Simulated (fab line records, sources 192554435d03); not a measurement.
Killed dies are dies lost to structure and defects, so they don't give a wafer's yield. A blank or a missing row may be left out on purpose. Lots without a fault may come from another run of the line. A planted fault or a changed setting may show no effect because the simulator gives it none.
Split-lot experiment | flow n5_finfet | 7 lots, 21 wafers read, on a route of 1938 steps

THE SPLIT
At N5_BEOL_M6_EXPOSE_25 (exposes mask V5, target cd 40 nm), the setting dose_mj was moved away from the recipe's 45 on 11 of the 21 wafers read, by -7.3% to +7.2%. The other wafers ran this setting at the recipe's value.

FROM THE SPLIT TO THE READING: what the file shows between them, 2 steps
- N5_BEOL_M6_PEB_26: peb time 60 s
- N5_BEOL_M6_DEVELOP_27: develop time 30 s

THE READING
cd_nm, in nm, at N5_BEOL_M6_CD_MEAS_28 (target cd 40 nm). Fault-free wafers of this fab line usually give 40.09 nm, standard deviation 0.24 nm.

wafer  | tool, chamber at the split | dose_mj as run | against the recipe | cd_nm, nm | against lot-mates on the recipe
L077.1 | euv_scanner-02, 0          | 48.24          | +7.2%              | 41.88     | +1.80
L077.3 | euv_scanner-02, 0          | 48.24          | +7.2%              | 42.17     | +2.09
L077.5 | euv_scanner-02, 0          | 45             | recipe             | 40.08     | -
L078.1 | euv_scanner-02, 0          | 45             | recipe             | 40.08     | -
L078.2 | euv_scanner-02, 0          | 43.54          | -3.2%              | 40.04     | -0.04
L078.6 | euv_scanner-02, 0          | 43.54          | -3.2%              | 39.48     | -0.60
L079.2 | euv_scanner-01, 0          | 42.25          | -6.1%              | 38.65     | -1.17
L079.3 | euv_scanner-01, 0          | 45             | recipe             | 39.82     | -
L079.5 | euv_scanner-01, 0          | 42.25          | -6.1%              | 38.49     | -1.33
L080.1 | euv_scanner-02, 0          | 45             | recipe             | 40.03     | -
L080.2 | euv_scanner-02, 0          | 47             | +4.4%              | 40.87     | +0.84
L080.6 | euv_scanner-02, 0          | 47             | +4.4%              | 41.24     | +1.21
L084.2 | euv_scanner-01, 0          | 45             | recipe             | 39.89     | -
L084.5 | euv_scanner-01, 0          | 45             | recipe             | 40.82     | -
L084.6 | euv_scanner-01, 0          | 42.11          | -6.4%              | 38.41     | -1.95
L083.3 | euv_scanner-01, 0          | 45             | recipe             | 40.09     | -
L083.4 | euv_scanner-01, 0          | 45             | recipe             | 40.12     | -
L083.6 | euv_scanner-01, 0          | 45             | recipe             | 39.83     | -
L090.1 | euv_scanner-02, 0          | 41.7           | -7.3%              | 38.14     | -2.04
L090.5 | euv_scanner-02, 0          | 45             | recipe             | 40.18     | -
L090.6 | euv_scanner-02, 0          | 41.7           | -7.3%              | 38.65     | -1.53

THE FIT
A straight line over all 21 wafers: cd_nm changes by +0.242 nm for each +1% of dose_mj; r = +0.96; the points scatter about the line by 0.29 nm.
The same after taking each lot's own level away (the mean of its wafers on the recipe; 21 wafers): +0.243 nm for each +1%; r = +0.97; scatter 0.29 nm.
On that fit, the largest move of dose_mj shifts the reading by 1.8 nm.
The lots' own levels span 39.820 to 40.355 nm, that is 2.2 times the standard deviation above.
So the lot-to-lot level changes the slope little: the two slopes agree.
Check: with one of the wafers moved furthest among these (-7.3%) left out of the fit, the line predicts -1.66 nm for it against its lot-mates. It came out at -2.04 nm against them.

OTHER SPLITS ON THESE WAFERS
These wafers also went through other splits before the reading. Each is held against what the fit with the lots' levels taken away leaves over:
other split on the same wafers | wafers away from the commonest value | r with cd_nm (lot level and that fit taken away)
N5_BEOL_M5_COAT_05 spin_rpm    | 9                                    | -0.21

THE WHOLE CHAIN: every reading that the file lists as answering this split, in the file's order
step                   | what it does                                                     | reading                                                        | change (the file's fit)               | r (the file's)
N5_BEOL_M6_CD_MEAS_28  | target cd 40 nm                                                  | cd_nm                                                          | +0.246 nm for each +1% of the setting | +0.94
N5_BEOL_M6_DESCUM_33   | chemistry O2, time 7 s                                           | BEOL_M6.cd_nm (the simulator's own value, which no gauge read) | +0.257 nm for each +1% of the setting | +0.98
N5_BEOL_M6_ETCH_65     | etches SiARC in CF4, target depth 15.6 nm, time 26 s             | BEOL_M6.cd_nm (the simulator's own value, which no gauge read) | +0.25 nm for each +1% of the setting  | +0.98
N5_BEOL_M6_VIA_ETCH_34 | etches SiCOH lowk in C4F6/O2, target depth 126.3 nm, time 50.9 s | BEOL_M6.cd_nm (the simulator's own value, which no gauge read) | +0.242 nm for each +1% of the setting | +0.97

THE FILE'S OWN FIT
cd_nm changes by +0.246 nm for each +1% of dose_mj, r = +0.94.
